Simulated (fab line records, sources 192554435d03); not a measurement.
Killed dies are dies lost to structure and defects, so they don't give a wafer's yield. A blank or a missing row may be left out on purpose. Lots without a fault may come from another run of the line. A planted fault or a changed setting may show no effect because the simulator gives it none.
fab line records | flow n5_finfet
record lots=7 wafers=39
route steps=1938 shown DUMMY_GATE@228 HKMG_FIN@444 GATE_CUT@466 MOL_CONTACT_COAG@531 PASSIVATION@1936
start_h: hours from the record's first day to the start of the lot's first wafer shown | wait_h: hours since the lot's step before | " the same as in the row above | L1.1+2: a row that stands for several wafers | - no value, or no start given | * or withheld: withheld | < > ~ a bound
route shown NAME@n: a module of which the file shows steps, and the number in the route of the first | usual: mean/standard deviation of fault-free wafers | same: alike in all rows | chamber/n: place in a boat | sites: the reading at each site | _std_site: their standard deviation | _edge_site: outer sites' mean less inner sites' | radius_mm: how far each site lies from the wafer's centre | mask NAME#n: copy n | behind: the tool/chamber that last shaped the wafer | hold: why the lot was held/for how many hours/how that ended | device: the transistor (n, p or np) that didn't switch | end of line: the same wafers' tests at the end of the route | a step without rows: its recipe alone | killed: dies lost to structure and defects at the first sort, not the wafer's yield | map: a wafer's dies, x killed, . not, _ none there
set.NAME: the setting as run; set.NAME@STEP: as run at that earlier step | model.NAME: the simulator's own value behind a step, which no gauge read
lots whose settings were changed on purpose; a table a step, a row a wafer
## steps
# step N5_DUMMY_GATE_EXPOSE_12
# recipe mask_id=GATE na=0.33 source_shape=annular sigma_inner=0.2 sigma_outer=0.6 polarization=unpolarized target_cd_nm=25 dose_mj=34
# step N5_DUMMY_GATE_ETCH_37
# recipe chemistry=N2/H2 target=SOC target_depth_a=600 overetch_a=300 temp_c=40 ion_energy_ev=200 pressure_mtorr=30 source_w=840 bias_w=150 n2_flow_sccm=200 h2_flow_sccm=200
# step N5_DUMMY_GATE_ETCH_31
# recipe chemistry=C4F6/O2 target=SiO2 mask_material=SOC target_depth_a=825 time_s=27.5 ion_energy_ev=250 pressure_mtorr=30 source_w=345 bias_w=185 Ar_flow_sccm=300 C4F6_flow_sccm=10 O2_flow_sccm=10
# step N5_HKMG_FIN_ETCH_86
# recipe chemistry=N2/H2 target=SOC target_depth_a=3932 stop_on=TiN ion_energy_ev=100 bias_w=61 pressure_mtorr=30 source_w=850 n2_flow_sccm=200 h2_flow_sccm=200
# step N5_GATE_CUT_ETCH_56
# recipe chemistry=Cl2/Ar target=TiN target_depth_a=216 pressure_mtorr=10 icp_w=600 bias_w=60 Cl2_flow_sccm=40 Ar_flow_sccm=60
# step N5_GATE_CUT_ETCHBACK_30
# recipe chemistry=Cl2/Ar target=TiN target_depth_a=30 mode=isotropic pressure_mtorr=10 icp_w=600 bias_w=60 Cl2_flow_sccm=40 Ar_flow_sccm=60
# step N5_MOL_CONTACT_COAG_ETCH_105
# recipe chemistry=CF4 target=SiARC target_depth_a=156 mask_material=CAR-EUV time_s=26 ion_energy_ev=80 pressure_mtorr=40 source_w=545 bias_w=36 Ar_flow_sccm=100 cf4_flow_sccm=100 ends=cleared
# step N5_MOL_CONTACT_COAG_ALD_133
# recipe material=SiO2 target_thk_a=50 temp_c=100 ald_precursor_family=BDEAS ald_co_reactant=O2-plasma pulse_time_s=1 co_reactant_pulse_time_s=1 purge_time_s=2 co_reactant_purge_time_s=2 ald_cycles=35 pressure_torr=2
# step N5_MOL_CONTACT_COAG_ETCH_67
# recipe chemistry=N2/H2 target=SOC target_depth_a=600 overetch_a=210 mask_material=SiARC temp_c=40 time_s=101.2 ion_energy_ev=200 pressure_mtorr=30 source_w=840 bias_w=150 n2_flow_sccm=200 h2_flow_sccm=200
# step N5_PASSIVATION_PROBE_49
# usual defect_limited_yield=91.4/1.5 killed_at_front_end=37/11 killed_dies=102/18 sort_n_pass=1078/18
# columns lot.wafer tool chamber start_h wait_h set.dose_mj@DUMMY_GATE_EXPOSE_12 set.source_w@DUMMY_GATE_ETCH_37 set.target_depth_a@DUMMY_GATE_ETCH_31 set.target_depth_a@HKMG_FIN_ETCH_86 set.target_depth_a@GATE_CUT_ETCH_56 set.target_depth_a@GATE_CUT_ETCHBACK_30 set.bias_w@MOL_CONTACT_COAG_ETCH_105 set.ald_cycles@MOL_CONTACT_COAG_ALD_133 set.source_w@MOL_CONTACT_COAG_ETCH_67 defect_limited_yield[%] killed_at_front_end killed_dies sort_n_pass
L076.1 prober-01 - 287.63 0.0 33.28 840 825 4176 216 30 38.21 35 840 18.5 910 962 218
L076.2 prober-01 - 287.68 0.1 34 840 930.5 3932 216 30 36 35 840 90.0 45 118 1062
L076.3 prober-01 - 287.73 0.1 34 840 825 3932 216 34.2 36 35 840 92.6 40 87 1093
L076.4 prober-01 - 287.78 0.2 34 840 930.5 4176 190.4 34.2 38.21 35 840 13.1 966 1025 155
L076.5 prober-01 - 287.83 0.2 33.28 840 825 4176 190.4 34.2 36 35 840 20.3 898 940 240
L076.6 prober-01 - 287.88 0.3 33.28 840 930.5 3932 190.4 30 38.21 35 840 93.0 34 83 1097
L077.1 prober-01 - 295.56 0.0 34 840 902.2 4207 216 30 29.86 35 840 2.9 1068 1146 34
L077.2 prober-01 - 295.61 0.1 31.35 950 825 3932 216 30 36 35 949.8 90.6 48 111 1069
L077.3 prober-01 - 295.66 0.1 34 950 825 3932 206 30 29.86 35 840 91.3 47 103 1077
L077.4 prober-01 - 295.71 0.2 34 950 902.2 4207 206 25.86 36 35 840 8.3 1034 1082 98
L077.5 prober-01 - 295.76 0.2 31.35 840 825 4207 216 25.86 36 35 949.8 5.8 1041 1111 69
L077.6 prober-01 - 295.81 0.3 31.35 840 902.2 3932 206 25.86 29.86 35 949.8 89.2 67 127 1053
L078.1 prober-01 - 301.03 0.0 34 840 825 3932 216 30 36 35 840 88.0 28 142 1038
L078.2 prober-01 - 301.08 0.1 34 840 825 3932 216 30 36 35 840 87.6 29 146 1034
L078.4 prober-01 - 301.18 0.2 34 840 825 3932 216 30 36 35 840 88.2 38 139 1041
L084.1 prober-01 - 337.50 0.0 34 888.7 825 3932 188.7 30 36 29 840 89.9 30 119 1061
L084.2 prober-01 - 337.55 0.1 32.8 840 918.6 4096 188.7 30 36 35 840 28.3 796 846 334
L084.3 prober-01 - 337.60 0.1 34 888.7 918.6 4096 216 32.68 36 35 682.8 20.9 856 933 247
L084.4 prober-01 - 337.65 0.2 32.8 840 825 4096 216 32.68 40.41 29 840 45.2 573 647 533
L084.5 prober-01 - 337.70 0.2 34 840 825 3932 216 30 40.41 29 682.8 93.1 20 81 1099
L084.6 prober-01 - 337.75 0.3 32.8 888.7 918.6 3932 188.7 32.68 40.41 35 682.8 92.8 33 85 1095
L087.1 prober-02 - 350.79 0.0 34 895.4 918.8 3932 216 30 36 35 840 90.0 31 118 1062
L087.2 prober-02 - 350.84 0.1 34 840 918.8 3932 216 30 31.82 35 840 89.4 35 125 1055
L087.3 prober-02 - 350.89 0.1 34 895.4 825 3932 216 30 31.82 35 840 90.3 30 114 1066
L087.4 prober-02 - 350.94 0.2 34 840 825 3932 195.8 30 36 35 840 91.5 22 100 1080
L087.5 prober-02 - 350.99 0.2 34 895.4 825 3932 195.8 30 36 35 840 91.1 34 105 1075
L087.6 prober-02 - 351.04 0.3 34 840 918.8 3932 195.8 30 31.82 35 840 91.0 31 106 1074
L093.1 prober-02 - 382.42 0.0 31.39 840 825 4386 216 30 39.45 35 840 0.3 1109 1177 3
L093.2 prober-02 - 382.47 0.1 34 840 825 4386 216 30 36 37 840 0.1 1101 1179 1
L093.3 prober-02 - 382.52 0.1 34 734.6 825 4386 216 30 36 35 794.9 0.3 1115 1176 4
L093.4 prober-02 - 382.57 0.2 34 734.6 825 3932 216 30 39.45 35 794.9 89.7 40 122 1058
L093.5 prober-02 - 382.62 0.2 31.39 840 825 3932 216 30 36 37 794.9 88.2 90 139 1041
L093.6 prober-02 - 382.67 0.3 31.39 734.6 825 3932 216 30 39.45 37 840 88.3 67 138 1042
L096.1 prober-02 - 407.53 0.2 36.3 986.7 825 3932 216 30 39.44 37 840 89.0 64 130 1050
L096.2 prober-02 - 407.58 0.3 34 840 755.3 3932 202.7 30 36 35 840 88.7 63 133 1047
L096.3 prober-02 - 407.63 0.3 34 986.7 825 3932 202.7 30 39.44 37 881.3 90.7 27 110 1070
L096.4 prober-02 - 407.68 0.4 36.3 840 755.3 3932 216 31.98 39.44 35 881.3 91.4 49 101 1074
L096.5 prober-02 - 407.73 0.4 36.3 986.7 755.3 3932 202.7 31.98 36 37 881.3 89.8 57 120 1049
L096.6 prober-02 - 407.78 0.5 34 840 825 3932 216 31.98 36 35 840 89.3 59 126 1054
# killed by level:class
L076.1 HKMG_FIN:area_etch=881 BEOL_M0_SAQP:geometric_particle:open=12 BEOL_M0_SAQP:geometric_particle:short=8 MOL_CONTACT_COAG:geometric_particle:open=6 FIN_SAQP:geometric_particle:open=5 FIN_SAQP:geometric_particle:short=5 STI_FIN_REVEAL:geometric_particle:open=4 BEOL_M5:geometric_particle:open=4
L076.2 BEOL_M0_SAQP:geometric_particle:short=12 BEOL_M0_SAQP:geometric_particle:open=11 BEOL_M0:geometric_particle:open=8 MOL_CONTACT_COAG:geometric_particle:open=7 BEOL_M3:geometric_particle:open=7 BEOL_M2:geometric_particle:open=6 FIN_SAQP:geometric_particle:open=5 FIN_SAQP:geometric_particle:short=5
L076.3 BEOL_M0_SAQP:geometric_particle:short=8 FIN_SAQP:geometric_particle:short=7 MOL_CONTACT_COAG:geometric_particle:open=7 FIN_SAQP:geometric_particle:open=5 BEOL_M0:geometric_particle:open=5 STI_FIN_REVEAL:geometric_particle:open=4 DUMMY_GATE:geometric_particle:open=4 GATE_CUT:geometric_particle:open=4
L076.4 HKMG_FIN:area_etch=932 FIN_SAQP:geometric_particle:short=8 BEOL_M2:geometric_particle:open=8 MOL_CONTACT_COAG:geometric_particle:open=7 BEOL_M0:geometric_particle:open=7 FIN_SAQP:geometric_particle:open=5 BEOL_M3:geometric_particle:open=5 GATE_CUT:geometric_particle:short=4
L076.5 HKMG_FIN:area_etch=859 MOL_CONTACT_COAG:geometric_particle:open=7 FIN_SAQP:geometric_particle:short=6 FIN_SAQP:geometric_particle:open=6 STI_FIN_REVEAL:geometric_particle:open=6 DUMMY_GATE:geometric_particle:open=6 BEOL_M0_SAQP:geometric_particle:open=5 BEOL_M0:geometric_particle:open=5
L076.6 BEOL_M2:geometric_particle:open=9 BEOL_M3:geometric_particle:open=8 FIN_SAQP:geometric_particle:short=6 GATE_CUT:geometric_particle:short=6 GATE_CUT:geometric_particle:open=6 DUMMY_GATE:geometric_particle:open=5 BEOL_M0_SAQP:geometric_particle:open=5 BEOL_M6:geometric_particle:open=5
L077.1 HKMG_FIN:area_etch=1023 BEOL_M0_SAQP:geometric_particle:short=14 MOL_CONTACT_COAG:geometric_particle:open=11 BEOL_M0_SAQP:geometric_particle:open=11 BEOL_M4:geometric_particle:open=11 BEOL_M3:geometric_particle:open=10 DUMMY_GATE:geometric_particle:open=10 FIN_SAQP:geometric_particle:open=6
L077.2 BEOL_M4:geometric_particle:open=12 BEOL_M3:geometric_particle:open=12 MOL_CONTACT_COAG:geometric_particle:open=11 FIN_SAQP:geometric_particle:open=7 DUMMY_GATE:geometric_particle:open=6 GATE_CUT:geometric_particle:short=6 FIN_SAQP:geometric_particle:short=5 ILD0:geometric_particle:short=5
L077.3 MOL_CONTACT_COAG:geometric_particle:open=12 FIN_SAQP:geometric_particle:open=9 GATE_CUT:geometric_particle:short=7 STI_FIN_REVEAL:geometric_particle:open=6 ILD0:geometric_particle:open=6 BEOL_M0_SAQP:geometric_particle:open=6 GATE_CUT:geometric_particle:open=5 MOL_CONTACT_COAG:geometric_particle:short=5
L077.4 HKMG_FIN:area_etch=964 STI_FIN_REVEAL:geometric_particle:open=18 FIN_SAQP:geometric_particle:short=12 FIN_SAQP:geometric_particle:open=11 MOL_CONTACT_COAG:geometric_particle:open=10 BEOL_M0_SAQP:geometric_particle:open=7 BEOL_M0_SAQP:geometric_particle:short=7 BEOL_M3:geometric_particle:open=6
L077.5 HKMG_FIN:area_etch=973 DUMMY_GATE:area_expose=20 MOL_CONTACT_COAG:geometric_particle:open=16 BEOL_M4:geometric_particle:open=12 FIN_SAQP:geometric_particle:open=11 DUMMY_GATE:geometric_particle:open=8 BEOL_M0_SAQP:geometric_particle:short=7 STI_FIN_REVEAL:geometric_particle:open=6
L077.6 BEOL_M4:geometric_particle:open=15 DUMMY_GATE:area_expose=14 FIN_SAQP:geometric_particle:open=10 FIN_SAQP:geometric_particle:short=8 STI_FIN_REVEAL:geometric_particle:open=7 DUMMY_GATE:geometric_particle:open=7 BEOL_M3:geometric_particle:open=7 GATE_CUT:geometric_particle:open=5
L078.1 BEOL_M3:geometric_particle:open=18 BEOL_M4:geometric_particle:open=17 MOL_CONTACT_COAG:geometric_particle:open=13 BEOL_M0_SAQP:geometric_particle:open=12 BEOL_M1:geometric_particle:open=11 BEOL_M0_SAQP:geometric_particle:short=10 BEOL_M2:geometric_particle:open=7 FIN_SAQP:geometric_particle:short=5
L078.2 MOL_CONTACT_COAG:geometric_particle:open=22 BEOL_M4:geometric_particle:open=22 BEOL_M0_SAQP:geometric_particle:open=14 BEOL_M2:geometric_particle:open=12 BEOL_M3:geometric_particle:open=11 BEOL_M0_SAQP:geometric_particle:short=10 FIN_SAQP:geometric_particle:open=8 STI_FIN_REVEAL:geometric_particle:open=8
L078.4 MOL_CONTACT_COAG:geometric_particle:open=19 BEOL_M3:geometric_particle:open=17 BEOL_M0_SAQP:geometric_particle:open=11 STI_FIN_REVEAL:geometric_particle:open=11 BEOL_M0_SAQP:geometric_particle:short=11 BEOL_M4:geometric_particle:open=8 FIN_SAQP:geometric_particle:short=7 BEOL_M1:geometric_particle:open=6
L084.1 MOL_CONTACT_COAG:geometric_particle:open=16 MOL_CONTACT_COAG:area_ald=14 BEOL_M3:geometric_particle:open=9 FIN_SAQP:geometric_particle:short=8 BEOL_M1:geometric_particle:open=7 BEOL_M1:geometric_particle:short=7 BEOL_M4:geometric_particle:open=6 FIN_SAQP:geometric_particle:open=5
L084.2 HKMG_FIN:area_etch=755 FIN_SAQP:geometric_particle:open=12 BEOL_M4:geometric_particle:open=10 FIN_SAQP:geometric_particle:short=7 BEOL_M2:geometric_particle:open=7 MOL_CONTACT_COAG:geometric_particle:open=4 DUMMY_GATE:geometric_particle:open=3 SPACER0:geometric_particle:short=3
L084.3 HKMG_FIN:area_etch=830 BEOL_M4:geometric_particle:open=15 BEOL_M3:geometric_particle:open=9 STI_FIN_REVEAL:geometric_particle:open=8 MOL_CONTACT_COAG:geometric_particle:open=8 BEOL_M2:geometric_particle:open=8 BEOL_M1:geometric_particle:open=6 BEOL_M6:geometric_particle:open=4
L084.4 HKMG_FIN:area_etch=535 FIN_SAQP:geometric_particle:short=13 MOL_CONTACT_COAG:geometric_particle:open=11 MOL_CONTACT_COAG:area_ald=10 FIN_SAQP:geometric_particle:open=8 BEOL_M2:geometric_particle:open=8 BEOL_M0_SAQP:geometric_particle:open=7 STI_FIN_REVEAL:geometric_particle:open=5
L084.5 MOL_CONTACT_COAG:area_ald=12 MOL_CONTACT_COAG:geometric_particle:open=10 FIN_SAQP:geometric_particle:short=5 FIN_SAQP:geometric_particle:open=5 BEOL_M0:geometric_particle:open=4 BEOL_M1:geometric_particle:open=4 BEOL_M2:geometric_particle:short=4 GATE_CUT:geometric_particle:short=3
L084.6 BEOL_M2:geometric_particle:open=8 FIN_SAQP:geometric_particle:short=7 MOL_CONTACT_COAG:geometric_particle:open=7 FIN_SAQP:geometric_particle:open=6 BEOL_M0_SAQP:geometric_particle:open=5 BEOL_M3:geometric_particle:open=4 BEOL_M1:geometric_particle:open=4 BEOL_M4:geometric_particle:open=4
L087.1 BEOL_M1:geometric_particle:open=21 BEOL_M4:geometric_particle:open=16 BEOL_M3:geometric_particle:open=14 STI_FIN_REVEAL:geometric_particle:open=8 BEOL_M0_SAQP:geometric_particle:short=6 FIN_SAQP:geometric_particle:short=5 BEOL_M0_SAQP:geometric_particle:open=5 DUMMY_GATE:geometric_particle:open=4
L087.2 BEOL_M4:geometric_particle:open=14 BEOL_M3:geometric_particle:open=13 MOL_CONTACT_COAG:geometric_particle:open=10 BEOL_M1:geometric_particle:open=9 GATE_CUT:geometric_particle:short=8 BEOL_M0_SAQP:geometric_particle:open=8 BEOL_M0_SAQP:geometric_particle:short=8 FIN_SAQP:geometric_particle:short=6
L087.3 BEOL_M4:geometric_particle:open=13 BEOL_M2:geometric_particle:open=11 MOL_CONTACT_COAG:geometric_particle:open=10 FIN_SAQP:geometric_particle:open=9 BEOL_M0_SAQP:geometric_particle:short=8 BEOL_M1:geometric_particle:open=8 BEOL_M3:geometric_particle:open=7 BEOL_M0_SAQP:geometric_particle:open=5
L087.4 BEOL_M4:geometric_particle:open=13 MOL_CONTACT_COAG:geometric_particle:open=11 FIN_SAQP:geometric_particle:short=7 BEOL_M1:geometric_particle:open=7 BEOL_M3:geometric_particle:open=7 BEOL_M0_SAQP:geometric_particle:short=6 BEOL_M0_SAQP:geometric_particle:open=5 BEOL_M5:geometric_particle:open=5
L087.5 BEOL_M1:geometric_particle:open=13 BEOL_M4:geometric_particle:open=12 STARTING-WAFER:geometric_particle:open=8 GATE_CUT:geometric_particle:short=7 MOL_CONTACT_COAG:geometric_particle:open=6 BEOL_M0_SAQP:geometric_particle:short=6 BEOL_M3:geometric_particle:open=6 FIN_SAQP:geometric_particle:short=4
L087.6 BEOL_M1:geometric_particle:open=16 BEOL_M2:geometric_particle:open=12 FIN_SAQP:geometric_particle:open=8 BEOL_M0_SAQP:geometric_particle:short=8 FIN_SAQP:geometric_particle:short=6 BEOL_M3:geometric_particle:open=6 BEOL_M4:geometric_particle:open=6 MOL_CONTACT_COAG:geometric_particle:open=5
L093.1 HKMG_FIN:area_etch=1053 STI_FIN_REVEAL:geometric_particle:open=18 MOL_CONTACT_COAG:geometric_particle:open=10 BEOL_M1:geometric_particle:open=10 BEOL_M4:geometric_particle:open=9 FIN_SAQP:geometric_particle:short=8 BEOL_M3:geometric_particle:open=8 FIN_SAQP:geometric_particle:open=6
L093.2 HKMG_FIN:area_etch=1061 MOL_CONTACT_COAG:geometric_particle:open=25 STI_FIN_REVEAL:geometric_particle:open=16 MOL_CONTACT_COAG:geometric_particle:short=8 BEOL_M1:geometric_particle:open=7 FIN_SAQP:geometric_particle:short=6 BEOL_M0_SAQP:geometric_particle:short=6 STI_FIN_REVEAL:geometric_particle:short=5
L093.3 HKMG_FIN:area_etch=1072 MOL_CONTACT_COAG:geometric_particle:open=18 STI_FIN_REVEAL:geometric_particle:open=15 BEOL_M0_SAQP:geometric_particle:short=10 BEOL_M3:geometric_particle:open=10 BEOL_M1:geometric_particle:open=7 STI_FIN_REVEAL:geometric_particle:short=4 ILD0:geometric_particle:short=4
L093.4 BEOL_M4:geometric_particle:open=17 MOL_CONTACT_COAG:geometric_particle:open=15 STI_FIN_REVEAL:geometric_particle:open=13 BEOL_M2:geometric_particle:open=8 BEOL_M3:geometric_particle:open=6 BEOL_M0_SAQP:geometric_particle:open=5 BEOL_M1:geometric_particle:open=5 FIN_SAQP:geometric_particle:open=4
L093.5 STI_FIN_REVEAL:geometric_particle:open=24 DUMMY_GATE:geometric_particle:open=13 DUMMY_GATE:area_expose=13 MOL_CONTACT_COAG:geometric_particle:open=12 FIN_SAQP:geometric_particle:open=11 STI_FIN_REVEAL:geometric_particle:short=11 BEOL_M1:geometric_particle:open=6 FIN_SAQP:geometric_particle:short=5
L093.6 DUMMY_GATE:area_expose=28 STI_FIN_REVEAL:geometric_particle:open=13 BEOL_M4:geometric_particle:open=13 MOL_CONTACT_COAG:geometric_particle:open=9 BEOL_M5:geometric_particle:open=8 DUMMY_GATE:geometric_particle:open=7 BEOL_M0_SAQP:geometric_particle:open=7 BEOL_M2:geometric_particle:open=7
L096.1 DUMMY_GATE:area_expose=19 STI_FIN_REVEAL:geometric_particle:open=18 BEOL_M1:geometric_particle:open=13 BEOL_M0_SAQP:geometric_particle:open=9 FIN_SAQP:geometric_particle:open=8 MOL_CONTACT_COAG:geometric_particle:open=7 FIN_SAQP:geometric_particle:short=6 BEOL_M0_SAQP:geometric_particle:short=6
L096.2 STI_FIN_REVEAL:geometric_particle:open=20 FIN_SAQP:geometric_particle:open=19 BEOL_M3:geometric_particle:open=12 BEOL_M2:geometric_particle:open=11 MOL_CONTACT_COAG:geometric_particle:open=9 BEOL_M0_SAQP:geometric_particle:open=6 STI_FIN_REVEAL:geometric_particle:short=5 MOL_CONTACT_COAG:geometric_particle:short=5
L096.3 MOL_CONTACT_COAG:geometric_particle:open=15 BEOL_M0_SAQP:geometric_particle:short=12 BEOL_M1:geometric_particle:open=12 BEOL_M0_SAQP:geometric_particle:open=10 BEOL_M2:geometric_particle:open=8 BEOL_M1:geometric_particle:short=6 HKMG_FIN:area_etch=5 BEOL_M3:geometric_particle:open=4
L096.4 STI_FIN_REVEAL:geometric_particle:open=14 BEOL_M2:geometric_particle:open=11 BEOL_M0_SAQP:geometric_particle:short=6 BEOL_M1:geometric_particle:open=6 FIN_SAQP:geometric_particle:open=5 BEOL_M4:geometric_particle:open=5 HKMG_FIN:area_etch=5 FIN_SAQP:geometric_particle:short=4
L096.5 DUMMY_GATE:area_expose=18 STI_FIN_REVEAL:geometric_particle:open=12 FIN_SAQP:geometric_particle:open=10 BEOL_M2:geometric_particle:open=10 BEOL_M1:geometric_particle:open=9 BEOL_M4:geometric_particle:open=7 FIN_SAQP:geometric_particle:short=6 BEOL_M0_SAQP:geometric_particle:short=6
L096.6 STI_FIN_REVEAL:geometric_particle:open=19 MOL_CONTACT_COAG:geometric_particle:open=16 FIN_SAQP:geometric_particle:open=9 BEOL_M0_SAQP:geometric_particle:open=9 BEOL_M2:geometric_particle:open=8 BEOL_M1:geometric_particle:open=7 ILD0:geometric_particle:open=5 BEOL_M0_SAQP:geometric_particle:short=5
## key
split step=N5_DUMMY_GATE_EXPOSE_12 setting=dose_mj stated_as=34
response none clear
split step=N5_DUMMY_GATE_ETCH_37 setting=source_w stated_as=840
response none clear
split step=N5_DUMMY_GATE_ETCH_31 setting=target_depth_a stated_as=825
response none clear
split step=N5_HKMG_FIN_ETCH_86 setting=target_depth_a stated_as=3932
response step=N5_PASSIVATION_PROBE_49 reading=killed_at_front_end slope=+115 per=1% together_with=all explained=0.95
response step=N5_PASSIVATION_PROBE_49 reading=defect_limited_yield slope=-9.76 per=1% together_with=all explained=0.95
response step=N5_PASSIVATION_PROBE_49 reading=killed_dies slope=+115 per=1% together_with=all explained=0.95
response step=N5_PASSIVATION_PROBE_49 reading=sort_n_pass slope=-115 per=1% together_with=all explained=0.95
split step=N5_GATE_CUT_ETCH_56 setting=target_depth_a stated_as=216
response none clear
split step=N5_GATE_CUT_ETCHBACK_30 setting=target_depth_a stated_as=30
response none clear
split step=N5_MOL_CONTACT_COAG_ETCH_105 setting=bias_w stated_as=36
response none clear
split step=N5_MOL_CONTACT_COAG_ALD_133 setting=ald_cycles stated_as=35
response none clear
split step=N5_MOL_CONTACT_COAG_ETCH_67 setting=source_w stated_as=840
response none clear
